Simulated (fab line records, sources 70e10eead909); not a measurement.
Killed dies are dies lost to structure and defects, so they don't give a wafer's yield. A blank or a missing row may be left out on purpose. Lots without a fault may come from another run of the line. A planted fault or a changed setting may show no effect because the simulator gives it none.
fab line records | flow nand_harc
record lots=11 wafers=33 last_day=33
route steps=1302 shown A_CONTACT@983 END@1302
lots that met no fault: from a run of the same line without faults
start_h: hours from the record's first day to the start of the lot's first wafer shown | wait_h: hours since the lot's step before | " the same as in the row above | L1.1+2: a row that stands for several wafers | - no value, or no start given | * or withheld: withheld | < > ~ a bound
route shown NAME@n: a module of which the file shows steps, and the number in the route of the first | usual: mean/standard deviation of fault-free wafers | same: alike in all rows | chamber/n: place in a boat | sites: the reading at each site | _std_site: their standard deviation | _edge_site: outer sites' mean less inner sites' | radius_mm: how far each site lies from the wafer's centre | mask NAME#n: copy n | behind: the tool/chamber that last shaped the wafer | hold: why the lot was held/for how many hours/how that ended | device: the transistor (n, p or np) that didn't switch | end of line: the same wafers' tests at the end of the route | a step without rows: its recipe alone | killed: dies lost to structure and defects at the first sort, not the wafer's yield | map: a wafer's dies, x killed, . not, _ none there
set.NAME: the setting as run; set.NAME@STEP: as run at that earlier step | model.NAME: the simulator's own value behind a step, which no gauge read
steps of the route over a sample of lots; a table a step, a row a wafer
services: from which hour (start_h, from the record's first day; less than 0 if before it) a tool's chamber was out of use, for how many hours, and why
## steps
# step NHARC_A_CONTACT_DEP_24
# recipe target_thk_a=5000 temp_c=400 pressure_torr=6.5 rf_w=900 teos_flow_sccm=161.4 flow_sccm=2650 target_thk_nm=500 gas=O2 material=SiO2
# usual flow_sccm=2650/7.9 heater_power_w=552/94 throttle_valve_pct=16.0/0.66
# columns lot.wafer tool chamber start_h wait_h flow_sccm heater_power_w throttle_valve_pct
L103.1 pecvd-03 2 487.67 0.1 2670 500 15.9
L103.6 " 0 " " 2648 566 14.7
L103.5 " 1 " " 2642 660 17.6
L105.2 pecvd-02 2 503.25 0.1 2649 715 15.6
L105.6 " 1 " " 2665 687 16.5
L105.4 " 2 " " 2652 563 15.8
L109.5 pecvd-03 1 546.84 0.2 2648 617 17.3
L109.6 " 2 " " 2650 394 15.9
L109.4 " 0 " " 2652 565 14.6
L113.3 pecvd-04 1 584.22 0.1 2652 555 16.4
L113.1 " 2 " " 2646 564 15.8
L113.6 " 2 " " 2644 555 16.1
L114.1 pecvd-03 2 595.75 0.2 2648 472 15.6
L114.6 " 2 " " 2642 487 15.7
L114.5 " 0 " " 2651 730 14.6
L117.2 pecvd-04 2 614.49 0.1 2658 533 16.0
L117.1 " 0 " " 2648 536 15.8
L117.3 " 1 " " 2653 495 16.6
L122.3 pecvd-04 1 676.81 0.1 2652 415 16.1
L122.5 " 0 " " 2646 599 15.7
L122.4 " 2 " " 2645 441 15.7
L120.2 pecvd-03 2 677.01 0.2 2644 383 16.0
L120.4 " 1 " " 2640 596 17.5
L120.6 " 2 " " 2655 415 15.5
L123.3 pecvd-02 0 692.34 0.1 2646 461 16.4
L123.2 " 1 " " 2645 595 16.2
L123.6 " 1 " " 2649 458 16.5
L124.1 pecvd-04 0 695.37 0.1 2641 582 15.9
L124.2 " 1 " " 2651 491 16.4
L124.4 " 0 " " 2644 596 15.7
L125.4 pecvd-04 1 708.57 0.3 2652 514 16.2
L125.6 " 2 " " 2667 550 15.7
L125.5 " 0 " " 2651 497 15.8
# step NHARC_A_CONTACT_DESCUM_47
# recipe time_s=3 o2_flow_sccm=200 ar_flow_sccm=0 bias_power_w=0 chemistry=O2
# usual drypump_motor_current_A=5.93/0.28 oes_product_au=0.998/0.011 rf_vpp_V=57.7/0.84 showerhead_plenum_p_Torr=1.87/0.059 throttle_valve_pct=11.310/0.0083
# columns lot.wafer tool chamber start_h wait_h drypump_motor_current_A oes_product_au rf_hours_counter_h rf_vpp_V showerhead_plenum_p_Torr throttle_valve_pct
L103.1 rie_diel-08 0 495.77 0.2 6.09 1.003 16 57.6 1.93 11.306
L103.6 " 1 " " 6.05 1.014 - 57.0 1.92 11.302
L103.5 " 2 " " 6.35 0.999 - 58.4 1.95 11.326
L105.4 rie_diel-12 2 510.07 0.1 5.80 0.974 16 57.9 1.91 11.326
L105.2 " 0 " " 5.84 1.021 17 57.3 1.84 11.306
L105.6 " 2 " " 5.81 0.993 - 57.9 1.91 11.329
L109.4 rie_diel-05 3 553.89 0.1 5.77 1.003 51 57.8 1.83 11.313
L109.5 " 3 " " 5.74 1.000 - 58.3 1.83 11.315
L109.6 " 0 " " 5.40 0.982 - 57.8 1.85 11.305
L113.1 rie_diel-08 3 593.65 0.1 5.61 0.991 8 57.0 1.79 11.318
L113.3 " 0 " " 6.05 0.991 6 56.5 1.92 11.312
L113.6 " 3 " " 5.59 0.984 - 57.6 1.79 11.317
L114.1 rie_diel-05 3 602.80 0.1 5.79 0.990 2 58.4 1.83 11.317
L114.6 " 3 " " 5.75 0.998 - 58.4 1.83 11.296
L114.5 " 0 " " 5.41 1.007 - 57.9 1.85 11.326
L117.3 rie_diel-08 0 624.81 0.1 6.05 0.993 12 57.9 1.92 11.305
L117.2 " 1 " " 6.05 0.990 12 57.2 1.91 11.301
L117.1 " 2 " " 6.37 0.981 14 58.1 1.94 11.307
L122.4 rie_diel-08 0 682.57 0.1 6.05 1.008 - 56.8 1.92 11.299
L122.3 " 3 " " 5.62 1.009 - 57.5 1.78 11.304
L122.5 " 0 " " 6.06 1.006 - 58.6 1.92 11.308
L120.2 rie_diel-12 0 683.97 0.1 5.84 0.999 12 56.7 1.82 11.298
L120.4 " 3 " " 5.59 0.980 12 57.9 1.79 11.316
L120.6 " 0 " " 5.84 0.998 - 57.8 1.82 11.309
L123.2 rie_diel-08 1 698.06 0.1 6.06 1.000 25 57.3 1.91 11.310
L123.3 " 2 " " 6.37 0.991 27 59.0 1.94 11.294
L123.6 " 0 " " 6.02 0.992 - 57.0 1.92 11.303
L124.4 rie_diel-05 3 702.49 0.1 5.75 0.994 32 57.0 1.82 11.304
L124.2 " 1 " " 6.05 0.993 41 57.5 1.76 11.314
L124.1 " 2 " " 6.10 1.005 37 58.1 1.86 11.323
L125.4 rie_diel-08 3 714.04 0.1 5.62 1.002 30 57.0 1.78 11.308
L125.5 " 3 " " 5.60 0.997 - 57.3 1.78 11.311
L125.6 " 0 " " 6.04 0.992 - 57.8 1.91 11.318
# step NHARC_A_CONTACT_ETCH_49
# recipe target_depth_a=2600 over_etch_frac=0.3 time_s=475.3 ion_energy_ev=200 n2_flow_sccm=150 h2_flow_sccm=150 ar_flow_sccm=0 rf_w=400 bias_w=150 chemistry=N2/H2
# usual bias_w=150.0/0.39 chamber_pressure_mTorr=30.001/0.028 drypump_motor_current_A=5.94/0.27 oes_product_au=0.998/0.011 rf_vpp_V=429.3/1.9 showerhead_plenum_p_Torr=2.00/0.065 throttle_valve_pct=14.171/0.0096
# columns lot.wafer tool chamber start_h wait_h bias_w chamber_pressure_mTorr drypump_motor_current_A oes_product_au rf_hours_counter_h rf_vpp_V showerhead_plenum_p_Torr throttle_valve_pct
L103.1 rie_diel-08 2 - - 150.5 29.991 6.33 0.997 21 430.7 2.08 14.190
L103.5 " 1 " " 150.5 30.027 6.05 1.017 - 430.8 2.05 14.161
L103.6 " 2 " " 150.2 29.946 6.30 0.989 - 431.2 2.08 14.150
L105.4 rie_diel-12 1 - - 150.2 30.054 5.84 1.013 18 429.7 2.03 14.172
L105.2 " 0 " " 150.4 29.983 5.84 1.006 17 428.7 1.95 14.167
L105.6 " 1 " " 150.3 29.997 5.81 1.016 - 429.3 2.03 14.186
L109.4 rie_diel-05 2 - - 150.2 29.997 6.07 1.010 53 431.3 2.00 14.172
L109.5 " 2 " " 150.3 29.977 6.09 1.008 - 429.6 2.00 14.182
L109.6 " 3 " " 150.7 30.027 5.79 1.009 - 428.1 1.95 14.187
L113.1 rie_diel-08 0 - - 150.3 29.978 6.06 0.997 7 431.7 2.05 14.187
L113.3 " 1 " " 149.6 29.987 6.06 0.997 8 430.8 2.04 14.166
L113.6 " 0 " " 150.5 29.972 6.06 1.010 - 431.8 2.05 14.165
L114.1 rie_diel-05 3 - - 149.9 30.008 5.78 0.998 3 428.9 1.95 14.171
L114.6 " 0 " " 150.7 30.013 5.40 1.000 - 428.8 1.97 14.177
L114.5 " 1 " " 150.6 29.973 6.04 1.001 - 425.8 1.89 14.178
L117.3 rie_diel-08 2 - - 149.9 30.021 6.31 0.989 14 431.2 2.07 14.159
L117.1 " 3 " " 150.6 29.984 5.63 0.984 15 426.4 1.90 14.174
L117.2 " 0 " " 149.8 30.033 6.06 0.995 12 431.6 2.05 14.170
L122.3 rie_diel-08 3 683.06 0.4 149.8 29.997 5.65 1.013 - 426.1 1.90 14.172
L122.4 " 0 " " 150.6 29.980 6.06 0.995 - 430.9 2.04 14.166
L122.5 " 3 " " 150.2 29.986 5.68 0.999 - 426.8 1.90 14.160
L120.2 rie_diel-12 3 - - 149.6 30.006 5.60 0.976 12 425.8 1.91 14.170
L120.4 " 0 " " 149.9 30.025 5.85 0.998 12 428.3 1.94 14.172
L120.6 " 2 " " 149.8 30.013 5.81 0.990 - 430.6 2.01 14.188
L123.3 rie_diel-08 3 - - 149.9 29.982 5.63 0.997 26 425.7 1.89 14.176
L123.2 " 0 " " 150.4 30.031 6.05 1.000 27 429.6 2.04 14.159
L123.6 " 2 " " 149.6 29.988 6.35 0.982 - 431.9 2.07 14.157
L124.1 rie_diel-05 2 - - 149.8 30.011 6.10 1.011 37 428.5 1.98 14.174
L124.2 " 0 " " 150.5 30.095 5.42 1.008 40 427.3 1.95 14.175
L124.4 " 1 " " 150.6 29.978 6.05 0.999 41 427.5 1.87 14.184
L125.4 rie_diel-08 3 - - 150.4 30.004 5.63 0.992 30 427.1 1.89 14.172
L125.5 " 0 " " 149.3 30.011 6.05 0.999 - 430.5 2.04 14.163
L125.6 " 1 " " 148.7 30.036 6.04 0.991 - 430.4 2.03 14.169
# step NHARC_A_CONTACT_ETCH_111
# recipe source_w=withheld pressure_mtorr=20 bias_v=withheld time_s=140 target_depth_a=7000 ar_flow_sccm=withheld c4f8_flow_sccm=withheld o2_flow_sccm=withheld chemistry=C4F8/O2/Ar
# usual chamber_pressure_mTorr=20.000/0.018 oes_air_line_au=1.001/0.021
# columns lot.wafer tool chamber start_h wait_h chamber_pressure_mTorr oes_air_line_au rf_hours_counter_h
L103.1 har_cap_etch-03 0 497.57 - 20.011 0.988 38
L103.5 " 0 " " 20.002 0.976 -
L103.6 " 1 " " 19.983 1.010 -
L105.2 har_cap_etch-02 0 511.92 - 20.009 0.993 93
L105.4 " 1 " " 19.976 0.994 -
L105.6 " 1 " " 19.989 0.988 -
L109.4 har_cap_etch-01 0 555.79 - 19.995 1.000 -
L109.5 " 0 " " 19.989 1.013 -
L109.6 " 1 " " 19.978 1.008 -
L113.1 har_cap_etch-01 0 595.48 - 20.013 0.997 12
L113.3 " 1 " " 19.958 1.042 -
L113.6 " 1 " " 19.996 1.011 -
L114.1 har_cap_etch-01 0 604.62 - - - -
L114.6 " 0 " " - - -
L114.5 " 1 " " - - -
L117.2 har_cap_etch-03 0 626.60 - - - -
L117.1 " 1 " " - - -
L117.3 " 1 " " - - -
L122.3 har_cap_etch-01 1 685.63 - 20.005 0.987 -
L122.4 " 0 " " 20.006 0.968 -
L122.5 " 0 " " 20.001 0.976 -
L120.2 har_cap_etch-03 1 685.84 - 19.996 0.972 71
L120.4 " 1 " " 19.974 0.978 -
L120.6 " 1 " " 19.992 0.990 -
L123.2 har_cap_etch-02 1 700.03 - 20.008 1.003 126
L123.3 " 1 " " 20.028 1.000 -
L123.6 " 1 " " 19.964 0.979 -
L124.2 har_cap_etch-01 1 704.33 - 20.031 0.986 34
L124.1 " 0 " " 20.008 0.998 34
L124.4 " 0 " " 19.988 0.984 -
L125.4 har_cap_etch-01 0 715.97 - 20.009 0.999 -
L125.5 " 1 " " 20.002 0.987 -
L125.6 " 0 " " 19.986 1.012 -
# step NHARC_END_SORT_01
# recipe temp_c=25
# usual killed_at_array=52/19 killed_at_other=1.0/1.2 killed_at_periphery=4.1/2.8 killed_dies=57/19 killed_open=3.1/1.7 killed_short=2.5/1.5
# same gross_dies=677
# columns lot.wafer tool chamber start_h wait_h hold killed_at_array killed_at_other killed_at_periphery killed_dies killed_open killed_short
L103.1 prober-01 0 562.02 2.5 - 53 0 3 56 2 1
L103.5 prober-01 0 565.27 3.8 - 70 0 3 73 6 3
L103.6 prober-01 0 566.08 4.1 - 46 0 0 46 5 0
L105.2 prober-02 0 575.99 2.8 - 65 0 6 71 4 4
L105.4 prober-02 0 577.59 3.4 - 52 3 3 58 3 1
L105.6 prober-02 0 579.19 4.0 - 47 0 5 52 3 2
L109.4 prober-01 0 626.71 3.4 - 49 2 3 54 5 2
L109.5 prober-01 0 627.51 3.7 - 89 0 0 89 2 1
L109.6 prober-01 0 628.31 4.0 - 51 1 3 55 1 2
L114.1 prober-01 0 674.86 2.5 await_dispo/4.7h/scrap 663 2 12 677 3 2
L114.5 prober-01 0 678.01 3.6 await_dispo/4.7h/scrap 669 4 4 677 2 2
L114.6 prober-01 0 678.79 3.9 await_dispo/4.7h/scrap 669 1 7 677 2 3
L113.1 prober-02 0 674.91 2.5 - 55 1 8 64 1 1
L113.3 prober-02 0 676.53 3.1 - 59 2 4 65 2 1
L113.6 prober-02 0 678.95 4.0 - 40 0 9 49 1 1
L117.1 prober-02 0 693.70 2.5 await_dispo/2.3h/scrap 677 0 0 677 4 2
L117.2 prober-02 0 694.49 2.8 await_dispo/2.3h/scrap 673 1 3 677 8 2
L117.3 prober-02 0 695.29 3.1 await_dispo/2.3h/scrap 674 1 2 677 6 4
L122.3 prober-02 0 750.97 3.1 - 46 1 5 52 8 2
L122.4 prober-02 0 751.79 3.5 - 65 2 4 71 0 2
L122.5 prober-02 0 752.60 3.8 - 26 0 3 29 2 3
L120.2 prober-01 0 762.10 2.8 - 26 0 0 26 2 1
L120.4 prober-01 0 763.69 3.4 - 38 0 2 40 5 2
L120.6 prober-01 0 765.27 4.0 - 32 1 2 35 5 3
L124.1 prober-02 0 771.23 2.5 - 70 1 7 78 1 3
L124.2 prober-02 0 772.05 2.8 - 73 4 8 85 5 4
L124.4 prober-02 0 773.69 3.5 - 71 4 6 81 5 3
L123.2 prober-01 0 771.79 2.8 - 42 1 1 44 2 5
L123.3 prober-01 0 772.58 3.1 - 20 0 1 21 2 1
L123.6 prober-01 0 774.96 4.0 - 34 1 3 38 2 2
L125.4 prober-01 0 787.73 3.4 - 62 0 3 65 3 2
L125.5 prober-01 0 788.53 3.7 - 65 0 3 68 4 0
L125.6 prober-01 0 789.33 4.0 - 69 0 2 71 4 4
# killed by level:class
L103.1 A_CHANNEL_HOLE_D2:chamber_film_flake=24 A_CHANNEL_HOLE_D1:chamber_film_flake=21 A_STAIRCASE:chamber_film_flake=3 A_ZERO_WELL:chamber_film_flake=2 P_GATE:geometric_particle:open=1 P_CONTACT:geometric_particle:open=1 A_CHANNEL_HOLE_D1:geometric_particle:short=1 P_STI:chamber_film_flake=1
L103.5 A_CHANNEL_HOLE_D1:chamber_film_flake=32 A_CHANNEL_HOLE_D2:chamber_film_flake=22 A_STAIRCASE:chamber_film_flake=3 A_ONON_D1:geometric_particle:short=2 A_ZERO_WELL:chamber_film_flake=2 P_GATE:geometric_particle:open=1 P_CONTACT:geometric_particle:open=1 A_SOURCE_PLATE:geometric_particle:short=1
L103.6 A_CHANNEL_HOLE_D1:chamber_film_flake=21 A_CHANNEL_HOLE_D2:chamber_film_flake=12 A_CONTACT:chamber_film_flake=3 A_CHANNEL_FILL_D2:chamber_film_flake=2 A_SOURCE_PLATE:geometric_particle:open=1 A_DECK1_JOINT:geometric_particle:open=1 A_ONON_D2:geometric_particle:open=1 A_CHANNEL_FILL_D2:geometric_particle:open=1
L105.2 A_CHANNEL_HOLE_D1:chamber_film_flake=39 A_CHANNEL_HOLE_D2:chamber_film_flake=6 A_WL_FILL:chamber_film_flake=6 A_STAIRCASE:chamber_film_flake=5 A_CHANNEL_HOLE_D2:geometric_particle:short=2 P_GATE:chamber_film_flake=2 P_GATE:geometric_particle:short=1 P_GATE:geometric_particle:open=1
L105.4 A_CHANNEL_HOLE_D1:chamber_film_flake=23 A_CHANNEL_HOLE_D2:chamber_film_flake=14 A_WL_FILL:chamber_film_flake=4 A_STAIRCASE:chamber_film_flake=3 A_CONTACT:chamber_film_flake=3 THIN_TSV:chamber_film_flake=3 A_CHANNEL_HOLE_D2:geometric_particle:open=2 P_GATE:geometric_particle:short=1
L105.6 A_CHANNEL_HOLE_D1:chamber_film_flake=30 A_STAIRCASE:chamber_film_flake=4 A_CHANNEL_HOLE_D2:chamber_film_flake=3 A_WL_FILL:chamber_film_flake=3 P_CONTACT:geometric_particle:open=1 P_M2:geometric_particle:open=1 A_ONON_D1:geometric_particle:open=1 A_ONON_D2:geometric_particle:short=1
L109.4 A_CHANNEL_HOLE_D2:chamber_film_flake=21 A_SLIT:chamber_film_flake=11 A_STAIRCASE:chamber_film_flake=4 A_CHANNEL_HOLE_D1:chamber_film_flake=2 THIN_TSV:chamber_film_flake=2 A_WL_FILL:chamber_film_flake=2 P_CONTACT:geometric_particle:open=1 P_M0:geometric_particle:open=1
L109.5 A_CHANNEL_HOLE_D2:chamber_film_flake=38 A_SLIT:chamber_film_flake=30 A_STAIRCASE:chamber_film_flake=5 A_CHANNEL_HOLE_D1:chamber_film_flake=4 A_CHANNEL_FILL_D1:chamber_film_flake=2 A_WL_FILL:chamber_film_flake=2 A_CONTACT:chamber_film_flake=2 A_CHANNEL_FILL_D1:geometric_particle:open=1
L109.6 A_CHANNEL_HOLE_D2:chamber_film_flake=19 A_SLIT:chamber_film_flake=12 A_STAIRCASE:chamber_film_flake=9 A_CONTACT:chamber_film_flake=3 P_GATE:chamber_film_flake=2 A_CHANNEL_FILL_D1:chamber_film_flake=2 A_WL_FILL:chamber_film_flake=2 A_SOURCE_PLATE:geometric_particle:open=1
L114.1 A_CONTACT:area_etch=646 P_GATE:chamber_film_flake=6 A_CHANNEL_HOLE_D1:chamber_film_flake=5 P_BONDPAD:chamber_film_flake=5 A_CONTACT:chamber_film_flake=4 A_WL_FILL:chamber_film_flake=2 A_ONON_D1:geometric_particle:short=1 A_CHANNEL_HOLE_D1:geometric_particle:short=1
L113.1 A_SLIT:chamber_film_flake=16 A_CHANNEL_HOLE_D2:chamber_film_flake=13 A_CHANNEL_HOLE_D1:chamber_film_flake=10 A_CONTACT:chamber_film_flake=7 A_STAIRCASE:chamber_film_flake=6 P_CONTACT:chamber_film_flake=4 P_ZERO_WELL:chamber_film_flake=3 P_CONTACT:geometric_particle:open=1
L113.3 A_SLIT:chamber_film_flake=33 A_CHANNEL_HOLE_D1:chamber_film_flake=8 A_CHANNEL_HOLE_D2:chamber_film_flake=5 A_STAIRCASE:chamber_film_flake=5 A_CONTACT:chamber_film_flake=3 P_CONTACT:chamber_film_flake=2 A_CHANNEL_HOLE_D2:unspecified=2 A_CHANNEL_FILL_D1:geometric_particle:short=1
L114.5 A_CONTACT:area_etch=649 A_CHANNEL_HOLE_D1:chamber_film_flake=7 A_SLIT:chamber_film_flake=6 P_GATE:chamber_film_flake=2 P_BONDPAD:chamber_film_flake=2 A_CONTACT:chamber_film_flake=2 HYBRID_BOND:chamber_film_flake=2 A_ONON_D1:geometric_particle:open=1
L114.6 A_CONTACT:area_etch=647 A_CHANNEL_HOLE_D1:chamber_film_flake=6 P_GATE:chamber_film_flake=5 A_WL_FILL:chamber_film_flake=5 A_CONTACT:chamber_film_flake=3 A_STAIRCASE:chamber_film_flake=2 A_SLIT:chamber_film_flake=2 P_M1:geometric_particle:short=1
L113.6 A_SLIT:chamber_film_flake=13 A_CHANNEL_HOLE_D1:chamber_film_flake=11 P_CONTACT:chamber_film_flake=6 A_STAIRCASE:chamber_film_flake=6 A_CHANNEL_HOLE_D2:chamber_film_flake=4 A_CONTACT:chamber_film_flake=3 P_M0:geometric_particle:open=1 A_CHANNEL_FILL_D1:geometric_particle:short=1
L117.1 A_CONTACT:area_etch=653 A_CHANNEL_HOLE_D2:chamber_film_flake=7 A_SLIT:chamber_film_flake=6 A_CONTACT:chamber_film_flake=3 A_CHANNEL_FILL_D1:geometric_particle:short=2 A_ONON_D1:geometric_particle:open=1 A_CHANNEL_FILL_D1:geometric_particle:open=1 A_BLC:geometric_particle:open=1
L117.2 A_CONTACT:area_etch=612 A_SLIT:chamber_film_flake=27 A_CHANNEL_HOLE_D2:chamber_film_flake=16 A_CHANNEL_HOLE_D1:chamber_film_flake=5 A_CHANNEL_FILL_D2:geometric_particle:open=3 A_DECK1_JOINT:geometric_particle:open=2 A_WL_FILL:chamber_film_flake=2 A_CONTACT:chamber_film_flake=2
L117.3 A_CONTACT:area_etch=627 A_CHANNEL_HOLE_D2:chamber_film_flake=19 A_SLIT:chamber_film_flake=13 A_CHANNEL_FILL_D1:geometric_particle:open=2 A_M0:geometric_particle:open=2 A_WL_FILL:chamber_film_flake=2 P_STI:geometric_particle:short=1 A_CHANNEL_FILL_D1:geometric_particle:short=1
L122.3 A_CHANNEL_HOLE_D1:chamber_film_flake=16 A_SLIT:chamber_film_flake=10 A_CHANNEL_HOLE_D2:chamber_film_flake=6 P_CONTACT:geometric_particle:open=2 A_DECK1_JOINT:chamber_film_flake=2 A_SGD_CUT:chamber_film_flake=2 A_WL_FILL:chamber_film_flake=2 A_CONTACT:chamber_film_flake=2
L122.4 A_CHANNEL_HOLE_D2:chamber_film_flake=28 A_SLIT:chamber_film_flake=22 A_CHANNEL_HOLE_D1:chamber_film_flake=8 A_SGD_CUT:chamber_film_flake=3 P_CONTACT:chamber_film_flake=2 A_ONON_D2:geometric_particle:short=1 A_M0:geometric_particle:short=1 P_STI:chamber_film_flake=1
L122.5 A_SLIT:chamber_film_flake=8 A_CHANNEL_HOLE_D2:chamber_film_flake=7 A_CHANNEL_HOLE_D1:chamber_film_flake=3 P_CONTACT:chamber_film_flake=2 A_SOURCE_PLATE:geometric_particle:short=1 A_CHANNEL_FILL_D1:geometric_particle:open=1 A_DECK1_JOINT:geometric_particle:short=1 A_ONON_D2:geometric_particle:short=1
L120.2 A_SLIT:chamber_film_flake=11 A_CONTACT:chamber_film_flake=6 A_CHANNEL_HOLE_D1:chamber_film_flake=3 A_SGD_CUT:chamber_film_flake=2 A_CHANNEL_FILL_D1:geometric_particle:short=1 A_DECK1_JOINT:geometric_particle:open=1 A_CHANNEL_FILL_D2:geometric_particle:open=1 A_CHANNEL_HOLE_D2:chamber_film_flake=1
L120.4 A_SLIT:chamber_film_flake=10 A_CONTACT:chamber_film_flake=8 A_CHANNEL_HOLE_D1:chamber_film_flake=6 A_STAIRCASE:chamber_film_flake=5 A_CHANNEL_FILL_D1:chamber_film_flake=3 P_GATE:geometric_particle:open=1 P_M0:geometric_particle:open=1 A_ONON_D1:geometric_particle:open=1
L120.6 A_CONTACT:chamber_film_flake=9 A_CHANNEL_HOLE_D1:chamber_film_flake=8 A_SLIT:chamber_film_flake=5 A_M1:geometric_particle:open=2 P_GATE:geometric_particle:open=1 A_ONON_D1:geometric_particle:short=1 A_CHANNEL_HOLE_D1:geometric_particle:open=1 A_CHANNEL_FILL_D1:geometric_particle:open=1
L124.1 A_SLIT:chamber_film_flake=39 A_CHANNEL_HOLE_D2:chamber_film_flake=10 A_CONTACT:chamber_film_flake=9 P_ZERO_WELL:chamber_film_flake=4 P_M2:chamber_film_flake=3 A_WL_FILL:geometric_particle:short=2 A_STAIRCASE:chamber_film_flake=2 A_SGD_CUT:chamber_film_flake=2
L123.2 A_CHANNEL_HOLE_D1:chamber_film_flake=15 A_CONTACT:chamber_film_flake=7 A_STAIRCASE:chamber_film_flake=5 A_SLIT:chamber_film_flake=4 A_DECK1_JOINT:chamber_film_flake=3 A_WL_FILL:geometric_particle:short=2 A_ONON_D1:geometric_particle:short=1 A_ONON_D2:geometric_particle:open=1
L124.2 A_CHANNEL_HOLE_D2:chamber_film_flake=33 A_SLIT:chamber_film_flake=13 A_CONTACT:chamber_film_flake=12 P_M2:chamber_film_flake=5 A_STAIRCASE:chamber_film_flake=4 THIN_TSV:chamber_film_flake=4 A_WL_FILL:chamber_film_flake=3 P_CONTACT:geometric_particle:open=2
L123.3 A_CHANNEL_HOLE_D1:chamber_film_flake=7 A_SLIT:chamber_film_flake=6 A_STAIRCASE:chamber_film_flake=3 P_GATE:geometric_particle:short=1 A_DECK1_JOINT:geometric_particle:open=1 A_BLC:geometric_particle:open=1 A_CHANNEL_FILL_D1:chamber_film_flake=1 A_CONTACT:chamber_film_flake=1
L124.4 A_SLIT:chamber_film_flake=39 A_CHANNEL_HOLE_D2:chamber_film_flake=12 A_CONTACT:chamber_film_flake=8 P_M2:chamber_film_flake=4 A_WL_FILL:chamber_film_flake=3 THIN_TSV:chamber_film_flake=3 A_STAIRCASE:chamber_film_flake=2 P_GATE:geometric_particle:open=1
L123.6 A_CHANNEL_HOLE_D1:chamber_film_flake=16 A_SLIT:chamber_film_flake=7 A_CONTACT:chamber_film_flake=6 A_STAIRCASE:chamber_film_flake=2 P_M1:geometric_particle:open=1 P_M1:geometric_particle:short=1 P_M2:geometric_particle:open=1 A_WL_FILL:geometric_particle:short=1
L125.4 A_CHANNEL_HOLE_D2:chamber_film_flake=23 A_SLIT:chamber_film_flake=18 A_CHANNEL_HOLE_D1:chamber_film_flake=9 A_CHANNEL_FILL_D1:chamber_film_flake=3 A_CONTACT:chamber_film_flake=3 A_STAIRCASE:chamber_film_flake=2 P_GATE:geometric_particle:open=1 A_ONON_D1:geometric_particle:short=1
L125.5 A_CHANNEL_HOLE_D2:chamber_film_flake=32 A_SLIT:chamber_film_flake=11 A_CONTACT:chamber_film_flake=7 A_CHANNEL_HOLE_D1:chamber_film_flake=3 P_STI:chamber_film_flake=2 A_CHANNEL_FILL_D1:chamber_film_flake=2 A_DECK1_JOINT:chamber_film_flake=2 A_ONON_D1:geometric_particle:open=1
L125.6 A_SLIT:chamber_film_flake=29 A_CHANNEL_HOLE_D1:chamber_film_flake=14 A_CHANNEL_HOLE_D2:chamber_film_flake=11 A_STAIRCASE:chamber_film_flake=3 A_WL_FILL:chamber_film_flake=2 A_M1:chamber_film_flake=2 P_GATE:geometric_particle:short=1 A_SOURCE_PLATE:geometric_particle:short=1
## services
# columns tool chamber start_h hours kind
har_cap_etch-03 - 477.98 0.5 repair
rie_diel-08 2 487.02 3.5 repair
rie_diel-05 0 488.97 8.7 repair
har_cap_etch-01 - 497.00 17.0 pm
rie_diel-08 - 544.86 9.0 pm
pecvd-03 - 547.74 13.0 pm
rie_diel-12 0 576.81 15.6 repair
rie_diel-08 0 578.58 4.5 repair
pecvd-03 - 581.13 2.8 repair
rie_diel-05 - 583.62 9.0 pm
pecvd-02 - 589.29 13.0 pm
rie_diel-12 - 598.60 0.9 repair
rie_diel-12 1 603.50 19.8 repair
rie_diel-12 - 625.01 9.0 pm
pecvd-04 - 631.37 13.0 pm
rie_diel-08 3 639.83 13.3 repair
rie_diel-05 3 643.44 9.1 repair
pecvd-03 0 645.23 3.7 repair
rie_diel-08 3 656.70 1.3 repair
pecvd-03 2 660.51 11.5 repair
pecvd-03 - 674.63 1.3 repair
rie_diel-12 1 678.30 1.5 repair
rie_diel-08 1 679.84 5.6 repair
rie_diel-08 2 682.15 12.8 repair
## key
first_sign step=NHARC_A_CONTACT_ETCH_111 reading=tool_record direction=missing
effect step=NHARC_END_SORT_01 reading=killed_dies direction=up sigmas=33 usual=57 struck=677
more_kills_born_at NHARC_A_CONTACT_ETCH_111@har_cap_etch-01=1942 NHARC_A_CONTACT_ETCH_111@har_cap_etch-03=1892
met_at NHARC_A_CONTACT_ETCH_111
struck_lots L114,L117
later_rows_left_out L114.1,L114.5,L114.6,L117.1,L117.2,L117.3
tester_left_out L114,L117
not_acting_at NHARC_A_CONTACT_DEP_24,NHARC_A_CONTACT_DESCUM_47,NHARC_A_CONTACT_ETCH_49
onset_between 595.48 604.62
fault kind=skipped_step_whole tool=har_cap_etch-01,har_cap_etch-03 chamber=- onset_h=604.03 steps=NHARC_A_CONTACT_ETCH_111 scope=struck_lots_only
# tester_left_out: of these lots the tester's yield and bins aren't shown, on N5 and GAA mostly nor the transistor test; their killed dies are dies lost to structure and defects alone, not to doping, threshold or leakage, so they don't give the yield
# later_rows_left_out: the simulator's readings of these wafers behind a module that went badly wrong aren't trusted and aren't shown, but for the sort
